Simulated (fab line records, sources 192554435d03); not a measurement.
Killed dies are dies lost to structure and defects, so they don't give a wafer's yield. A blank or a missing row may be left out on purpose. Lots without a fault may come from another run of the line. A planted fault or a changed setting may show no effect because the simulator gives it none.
fab line records | flow n5_finfet
record lots=10 wafers=29 last_day=18
route steps=1938 shown BEOL_M1@825 BEOL_M2@841 BEOL_M4@1111 PASSIVATION@1936
lots that met no fault: from a run of the same line without faults
start_h: hours from the record's first day to the start of the lot's first wafer shown | wait_h: hours since the lot's step before | " the same as in the row above | L1.1+2: a row that stands for several wafers | - no value, or no start given | * or withheld: withheld | < > ~ a bound
route shown NAME@n: a module of which the file shows steps, and the number in the route of the first | usual: mean/standard deviation of fault-free wafers | same: alike in all rows | chamber/n: place in a boat | sites: the reading at each site | _std_site: their standard deviation | _edge_site: outer sites' mean less inner sites' | radius_mm: how far each site lies from the wafer's centre | mask NAME#n: copy n | behind: the tool/chamber that last shaped the wafer | hold: why the lot was held/for how many hours/how that ended | device: the transistor (n, p or np) that didn't switch | end of line: the same wafers' tests at the end of the route | a step without rows: its recipe alone | killed: dies lost to structure and defects at the first sort, not the wafer's yield | map: a wafer's dies, x killed, . not, _ none there
set.NAME: the setting as run; set.NAME@STEP: as run at that earlier step | model.NAME: the simulator's own value behind a step, which no gauge read
steps of the route over a sample of lots; a table a step, a row a wafer
services: from which hour (start_h, from the record's first day; less than 0 if before it) a tool's chamber was out of use, for how many hours, and why
## steps
# step N5_BEOL_M1_ANNEAL_91
# recipe temp_c=400 time_s=240 ambient=vacuum
# usual heater_power_w=828/100
# columns lot.wafer tool chamber start_h wait_h heater_power_w
L412.1 pvd_sputter-02 - 135.37 0.0 777
L412.4 " - " " 1011
L412.6 " - " " 1006
L416.2 pvd_sputter-01 - 158.05 0.0 776
L416.3 " - " " 882
L416.5 " - " " 840
L419.1 pvd_sputter-02 - 168.22 0.0 797
L419.2 " - " " 977
L419.4 " - " " 786
L415.2 pvd_sputter-03 - 168.36 0.0 915
L415.6 " - " " 725
L417.1 pvd_sputter-01 - 168.64 0.0 927
L417.5 " - " " 909
L417.6 " - " " 739
L426.1 pvd_sputter-03 - 218.54 0.0 736
L426.4 " - " " 807
L426.5 " - " " 711
L427.1 pvd_sputter-03 - 233.21 0.0 661
L427.4 " - " " 917
L427.6 " - " " 734
L431.3 pvd_sputter-01 - 246.90 0.0 863
L431.5 " - " " 758
L431.6 " - " " 828
L432.2 pvd_sputter-03 - 256.85 0.0 947
L432.3 " - " " 730
L432.6 " - " " 649
L435.2 pvd_sputter-01 - 270.68 0.0 765
L435.3 " - " " 903
L435.6 " - " " 852
# step N5_BEOL_M1_SPUTTER_96
# recipe material=Cu target_thk_a=45 temp_c=-20 chamber_pressure_pa=0.07 power_w=withheld time_s=8.29
# usual throttle_valve_pct=29.9/0.91
# columns lot.wafer tool chamber start_h wait_h throttle_valve_pct
L412.1 pvd_sputter-02 - 135.95 0.1 30.4
L412.4 " - " " 30.1
L412.6 " - " " 28.6
L416.2 pvd_sputter-01 - 158.63 0.1 30.6
L416.3 " - " " 29.2
L416.5 " - " " 29.7
L419.1 pvd_sputter-02 - 168.80 0.1 27.6
L419.2 " - " " 30.0
L419.4 " - " " 27.6
L415.2 pvd_sputter-03 - 168.94 0.1 31.3
L415.6 " - " " 29.8
L417.1 pvd_sputter-01 - 169.22 0.1 30.1
L417.5 " - " " 30.1
L417.6 " - " " 30.4
L426.1 pvd_sputter-03 - 219.12 0.1 30.1
L426.4 " - " " 29.6
L426.5 " - " " 30.3
L427.1 pvd_sputter-03 - 233.79 0.1 31.0
L427.4 " - " " 31.1
L427.6 " - " " 30.3
L431.3 pvd_sputter-01 - 247.48 0.1 29.0
L431.5 " - " " 30.4
L431.6 " - " " 29.9
L432.2 pvd_sputter-03 - 257.43 0.1 31.0
L432.3 " - " " 30.0
L432.6 " - " " 31.0
L435.2 pvd_sputter-01 - 271.26 0.1 30.2
L435.3 " - " " 29.2
L435.6 " - " " 29.8
# step N5_BEOL_M2_ILD_DEP_00
# recipe material=SiOC target_thk_a=790 temp_c=350 precursor=DEMS/O2 pressure_torr=5 rf_w=500 time_s=15.3
# usual heater_power_w=482/61 showerhead_plenum_p_Torr=5.699/0.013 throttle_valve_pct=11.8/0.44
# columns lot.wafer tool chamber start_h wait_h heater_power_w showerhead_plenum_p_Torr throttle_valve_pct
L412.1 pecvd-01 2 137.10 0.0 441 5.702 11.9
L412.4 " 2 " " 457 5.713 11.4
L412.6 " 0 " " 383 5.704 11.8
L416.2 pecvd-02 0 159.98 0.0 530 5.706 12.3
L416.3 " 2 " " 531 5.678 11.4
L416.5 " 0 " " 511 5.716 12.0
L419.1 pecvd-02 0 169.94 0.0 429 5.692 12.4
L419.2 " 2 " " 585 5.677 11.5
L419.4 " 1 " " 479 5.708 11.8
L415.2 pecvd-02 2 170.11 0.0 619 5.677 11.6
L415.6 " 0 " " 497 5.701 12.3
L417.1 pecvd-02 0 170.33 0.0 527 5.696 12.2
L417.5 " 2 " " 517 5.680 11.5
L417.6 " 0 " " 505 5.703 12.4
L426.1 pecvd-02 1 220.23 0.0 410 5.695 11.9
L426.4 " 0 " " 501 5.697 12.4
L426.5 " 2 " " 604 5.696 11.8
L427.1 pecvd-02 2 234.94 0.0 547 5.695 11.6
L427.4 " 1 " " 441 5.703 11.8
L427.6 " 2 " " 566 5.695 11.6
L431.3 pecvd-03 1 248.59 0.0 496 5.708 12.8
L431.5 " 2 " " 398 5.699 11.3
L431.6 " 0 " " 450 5.734 11.2
L432.2 pecvd-01 0 258.56 0.0 424 5.702 11.9
L432.3 " 2 " " 493 5.699 12.0
L432.6 " 1 " " 461 5.706 11.8
L435.2 pecvd-03 1 272.37 0.0 473 5.697 13.0
L435.3 " 2 " " 406 5.711 11.4
L435.6 " 1 " " 470 5.693 12.7
# step N5_BEOL_M2_OVL_MEAS_12
# recipe points_per_wafer=522
# usual M2_OVL=0.3/0.69
# columns lot.wafer tool chamber start_h wait_h M2_OVL[nm]
L412.1 overlay-02 0 137.80 0.0 0.3
L412.4 " 0 " " -0.2
L412.6 " 0 " " 0.0
L416.2 overlay-02 0 161.50 0.0 -0.1
L416.3 " 0 " " 0.1
L416.5 " 0 " " -0.8
L419.1 overlay-02 0 171.25 0.0 -0.6
L419.2 " 0 " " 1.1
L419.4 " 0 " " 0.2
L415.2 overlay-01 0 171.48 0.0 -0.2
L415.6 " 0 " " 1.2
L417.1 overlay-02 0 171.64 0.0 0.3
L417.5 " 0 " " -0.1
L417.6 " 0 " " 0.4
L426.1 overlay-01 0 221.50 0.0 0.5
L426.4 " 0 " " 1.3
L426.5 " 0 " " -0.6
L427.1 overlay-01 0 235.92 0.0 1.2
L427.4 " 0 " " 1.1
L427.6 " 0 " " 1.4
L431.3 overlay-02 0 249.90 0.0 2.0
L431.5 " 0 " " 1.0
L431.6 " 0 " " 0.9
L432.2 overlay-01 0 259.27 0.0 0.2
L432.3 " 0 " " -1.4
L432.6 " 0 " " -0.6
L435.2 overlay-02 0 273.63 0.0 0.8
L435.3 " 0 " " -0.5
L435.6 " 0 " " -0.1
# step N5_BEOL_M2_INSPECT_13
# recipe mode=adi inspect_instrument=brightfield
# usual raw_defect_count=436/87
# columns lot.wafer tool chamber start_h wait_h raw_defect_count
L412.1 defect_inspect-01 - 137.86 0.1 405
L412.4 " - " " 368
L412.6 " - " " 407
L416.2 defect_inspect-02 - 161.56 0.0 418
L416.3 " - " " 411
L416.5 " - " " 510
L419.1 defect_inspect-01 - 171.31 0.1 530
L419.2 " - " " 446
L419.4 " - " " 472
L415.2 defect_inspect-01 - 171.53 0.0 489
L415.6 " - " " 389
L417.1 defect_inspect-02 - 171.70 0.1 568
L417.5 " - " " 398
L417.6 " - " " 449
L426.1 defect_inspect-01 - 221.56 0.1 1013
L426.4 " - " " 1262
L426.5 " - " " 1107
L427.1 defect_inspect-01 - 235.97 0.1 1083
L427.4 " - " " 1007
L427.6 " - " " 965
L431.3 defect_inspect-01 - 249.95 0.0 357
L431.5 " - " " 329
L431.6 " - " " 321
L432.2 defect_inspect-01 - 259.33 0.0 335
L432.3 " - " " 420
L432.6 " - " " 364
L435.2 defect_inspect-01 - 273.68 0.0 417
L435.3 " - " " 414
L435.6 " - " " 368
# step N5_BEOL_M4_RC_MEAS_101
# usual DIBL_N=37.2/2.5 DIBL_P=38/3 IOFF_N=0.17/0.044 IOFF_P=0.24/0.059 ION_N=667/13 ION_P=461/7.9 SS_N=71.8/0.86 SS_P=73.6/0.92 VT_N=250/4.1 VT_P=-249/3.9
# columns lot.wafer tool chamber start_h wait_h DIBL_N[mV/V] DIBL_P[mV/V] IOFF_N[nA/um] IOFF_P[nA/um] ION_N[uA/um] ION_P[uA/um] SS_N[mV/dec] SS_P[mV/dec] VT_N[mV] VT_P[mV]
L412.1 prober-01 0 175.16 0.0 39.1 38 0.18 0.21 668 455 71.8 73.7 252 -252
L412.4 " 0 " " 36.4 37 0.15 0.22 665 457 71.4 73.9 250 -252
L412.6 " 0 " " 34.9 35 0.12 0.18 660 452 71.3 73.1 252 -254
L416.2 prober-02 0 203.60 0.2 34.7 33 0.10 0.17 654 462 71.3 72.4 255 -251
L416.3 " 0 " " 39.1 39 0.18 0.26 679 463 71.7 73.6 247 -244
L416.5 " 0 " " 39.5 41 0.21 0.29 683 467 72.2 74.7 244 -244
L419.1 prober-02 0 207.55 0.0 37.6 37 0.18 0.23 676 461 71.5 73.5 248 -251
L419.2 " 0 " " 36.2 36 0.15 0.22 660 458 71.5 73.6 253 -250
L419.4 " 0 " " 38.3 38 0.20 0.26 675 473 71.7 73.7 246 -249
L415.2 prober-01 0 211.06 0.2 35.1 35 0.12 0.19 652 454 72.0 72.7 254 -250
L415.6 " 0 " " 40.2 42 0.23 0.34 677 461 73.0 75.4 245 -245
L417.1 prober-01 0 212.72 0.0 38.4 38 0.17 0.24 684 465 71.6 74.1 251 -251
L417.5 " 0 " " 37.4 38 0.16 0.23 667 460 72.3 73.9 254 -250
L417.6 " 0 " " 39.7 40 0.20 0.29 682 475 72.5 74.6 248 -246
L426.1 prober-02 0 269.10 0.0 39.0 39 0.19 0.23 678 460 72.2 73.8 248 -249
L426.4 " 0 " " 34.9 36 0.12 0.18 659 457 71.4 72.9 252 -252
L426.5 " 0 " " 36.5 38 0.15 0.21 672 455 71.8 73.5 250 -252
L427.1 prober-01 0 273.93 0.0 41.7 45 0.29 0.38 674 471 73.4 75.3 241 -239
L427.4 " 0 " " 39.2 43 0.22 0.36 685 482 72.5 75.1 246 -238
L427.6 " 0 " " 40.4 43 0.24 0.36 674 470 72.9 75.4 248 -241
L431.3 prober-01 0 287.87 0.3 35.6 36 0.15 0.21 666 459 71.2 72.4 251 -251
L431.5 " 0 " " 36.4 38 0.16 0.24 681 469 71.0 72.7 251 -248
L431.6 " 0 " " 34.8 36 0.13 0.21 660 453 71.4 72.3 254 -252
L432.2 prober-01 0 290.89 0.2 37.1 36 0.14 0.22 651 452 71.5 73.0 254 -248
L432.3 " 0 " " 35.6 36 0.14 0.22 666 464 71.0 73.4 250 -249
L432.6 " 0 " " 39.0 39 0.18 0.28 665 464 72.2 74.2 249 -247
L435.2 prober-02 0 314.24 0.2 32.1 33 0.11 0.15 655 449 70.3 71.7 254 -254
L435.3 " 0 " " 32.5 32 0.11 0.15 664 453 70.4 72.1 255 -256
L435.6 " 0 " " 34.2 36 0.14 0.19 672 465 70.5 72.6 252 -251
# step N5_PASSIVATION_PROBE_49
# usual defect_limited_yield=91.5/1.4 killed_at_M0_to_M3=32/11 killed_at_M4_up=12/4.4 killed_at_contacts=13/6.1 killed_at_front_end=39/12 killed_at_other=3.9/3 killed_dies=100/17 killed_open=66/12 killed_short=33/7.4 sort_bin_4_leakage=0.03/0.14 sort_bin_5_function=5.0/0.95 sort_bin_6_memory=3.2/0.66 sort_bin_8_speed=0.0/0.33 sort_n_pass=1079/17 sort_yield_pct=91.4/1.5
# same gross_dies=1180 killed_at_back_side=0
# columns lot.wafer tool chamber start_h wait_h defect_limited_yield[%] killed_at_M0_to_M3 killed_at_M4_up killed_at_contacts killed_at_front_end killed_at_other killed_dies killed_open killed_short sort_bin_4_leakage[%] sort_bin_5_function[%] sort_bin_6_memory[%] sort_bin_8_speed[%] sort_n_pass sort_yield_pct[%]
L426.1 prober-02 - 369.75 0.0 82.4 148 11 14 34 1 208 51 32 0 12.3 2.6 0 972 82.4
L426.4 prober-02 - 369.90 0.2 83.2 121 14 20 42 1 198 86 37 0 9.6 5.2 0 982 83.2
L426.5 prober-02 - 369.95 0.2 81.4 168 11 16 24 0 219 61 29 0 11.1 4.7 0 961 81.4
L427.1 prober-01 - 374.27 0.0 81.4 157 13 2 46 1 219 66 24 0.34 13.3 2.9 0 957 81.1
L427.4 prober-01 - 374.42 0.2 82.5 149 13 16 27 1 206 57 24 0 10.8 3.4 0 974 82.5
L427.6 prober-01 - 374.52 0.3 81.1 156 15 12 37 3 223 62 25 0 12.5 4.2 0 957 81.1
# killed by level:class
L426.1 BEOL_M2:unspecified=123 STI_FIN_REVEAL:geometric_particle:open=13 MOL_CONTACT_COAG:geometric_particle:open=11 BEOL_M0_SAQP:geometric_particle:short=7 FIN_SAQP:geometric_particle:short=6 BEOL_M2:geometric_particle:open=5 BEOL_M4:geometric_particle:open=5 STARTING-WAFER:geometric_particle:open=5
L426.4 BEOL_M2:unspecified=72 BEOL_M2:geometric_particle:open=17 MOL_CONTACT_COAG:geometric_particle:open=16 FIN_SAQP:geometric_particle:open=10 FIN_SAQP:geometric_particle:short=10 BEOL_M0_SAQP:geometric_particle:short=9 BEOL_M4:geometric_particle:open=9 STI_FIN_REVEAL:geometric_particle:open=8
L426.5 BEOL_M2:unspecified=128 MOL_CONTACT_COAG:geometric_particle:open=13 BEOL_M3:geometric_particle:open=11 STI_FIN_REVEAL:geometric_particle:open=10 BEOL_M0_SAQP:geometric_particle:short=7 BEOL_M3:geometric_particle:short=4 BEOL_M0_SAQP:geometric_particle:open=4 BEOL_M2:geometric_particle:short=4
L427.1 BEOL_M2:unspecified=129 STI_FIN_REVEAL:geometric_particle:open=12 FIN_SAQP:geometric_particle:open=8 FIN_SAQP:geometric_particle:short=7 BEOL_M1:geometric_particle:open=7 BEOL_M4:geometric_particle:open=6 BEOL_M2:geometric_particle:open=5 BEOL_M0_SAQP:geometric_particle:open=5
L427.4 BEOL_M2:unspecified=125 MOL_CONTACT_COAG:geometric_particle:open=13 BEOL_M1:geometric_particle:open=10 FIN_SAQP:geometric_particle:open=7 FIN_SAQP:geometric_particle:short=6 BEOL_M4:geometric_particle:open=6 BEOL_M2:geometric_particle:open=5 STI_FIN_REVEAL:geometric_particle:open=4
L427.6 BEOL_M2:unspecified=134 MOL_CONTACT_COAG:geometric_particle:open=12 STI_FIN_REVEAL:geometric_particle:open=9 FIN_SAQP:geometric_particle:open=8 DUMMY_GATE:geometric_particle:open=7 BEOL_M4:geometric_particle:open=7 BEOL_M0_SAQP:geometric_particle:open=6 BEOL_M0_SAQP:geometric_particle:short=5
## services
# columns tool chamber start_h hours kind
pvd_sputter-03 - 114.05 5.8 repair
pecvd-01 0 120.29 5.2 repair
pvd_sputter-02 - 138.18 3.5 repair
pecvd-01 1 139.24 2.1 scheduled_down
pecvd-03 2 202.38 - clean
pecvd-03 2 202.38 - consumable_replace:showerhead
pecvd-03 2 202.38 29.0 scheduled_down
pecvd-03 2 202.38 29.0 vent_cycle
pecvd-02 0 226.95 - clean
pecvd-02 0 226.95 29.5 scheduled_down
pecvd-02 0 226.95 29.5 vent_cycle
pecvd-03 - 227.45 0.9 repair
pecvd-02 0 256.45 2.1 scheduled_down
pecvd-02 - 266.68 5.9 repair
## key
first_sign step=N5_BEOL_M2_INSPECT_13 reading=raw_defect_count direction=up sigmas=7.3 usual=436 struck=1073
effect step=N5_PASSIVATION_PROBE_49 reading=killed_at_M0_to_M3 direction=up sigmas=11 usual=32 struck=150
more_kills_born_at N5_BEOL_M2_ILD_DEP_00@pecvd-02=711
met_at N5_BEOL_M2_ILD_DEP_00
struck_lots L426,L427
not_acting_at N5_BEOL_M1_ANNEAL_91,N5_BEOL_M1_SPUTTER_96,N5_BEOL_M2_OVL_MEAS_12
onset_between 170.33 220.23
fault kind=chamber_particle_source tool=pecvd-02 chamber=- onset_h=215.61 steps=N5_BEOL_M2_ILD_DEP_00 rate_per_visit_cm2=1.0247 end_h=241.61
